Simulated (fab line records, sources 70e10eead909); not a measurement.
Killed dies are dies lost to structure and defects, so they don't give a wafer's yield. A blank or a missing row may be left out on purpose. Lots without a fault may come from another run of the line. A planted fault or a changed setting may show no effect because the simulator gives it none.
Chamber matching | flow nand_harc | NHARC_A_CONTACT_CMP_20 on cmp-03: 4 sister chambers
The step polishes, t overpolish 30 s, target thk 300 nm. 8 wafers are shown with their chamber, then 7 later ones without.

WAFERS WITH THEIR CHAMBER
wafer  | chamber | motor_current_A (A) | overpolish_run_s (s)
L170.4 | 3       | 13.1                | 30.004
L171.3 | 2       | 12.1                | 30.003
L171.4 | 1       | 12.6                | 29.995
L171.5 | 2       | 12.1                | 29.997
L175.2 | 1       | 13.5                | 30.002
L175.6 | 0       | 11.3                | 30.005
L178.1 | 0       | 11.3                | 30.012
L178.3 | 3       | 13.5                | 30.025

WAFERS WITHOUT THEIR CHAMBER
wafer  | motor_current_A (A) | overpolish_run_s (s)
L178.4 | 12.3                | 30.000
L188.1 | 13.3                | 30.008
L188.2 | 12.3                | 30.006
L188.6 | 11.7                | 29.991
L189.2 | 11.7                | 29.998
L189.3 | 12.5                | 30.000
L189.6 | 11.1                | 29.994

WHICH CHAMBER EACH WENT THROUGH
wafer  | from the rows above          | in truth
L178.4 | can't be placed: 2 or 1      | 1
L188.1 | can't be placed: 3 or 1      | 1
L188.2 | can't be placed: 2 or 1 or 0 | 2
L188.6 | can't be placed: 2 or 0      | 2
L189.2 | can't be placed: 2 or 0      | 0
L189.3 | can't be placed: 2 or 1 or 3 | 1
L189.6 | can't be placed: 0 or 2      | 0
Placed correctly: 0 of 7. Can't be placed from these rows: 7 (the true chamber is among the candidates in 7). Placed wrongly: 0.
How it was worked out, from the rows above alone: a wafer's distance from a chamber is the root of the sum, over the readings, of the square of ((its reading less the chamber's mean) divided by the reading's scatter). The wafer belongs to the nearest chamber; if the next one is less than 2 further off, it can't be placed. A chamber's mean is the mean of its shown wafers. The scatter: the root of (the sum of the squares of (reading less its chamber's mean) over the shown wafers, divided by (wafers less chambers)).
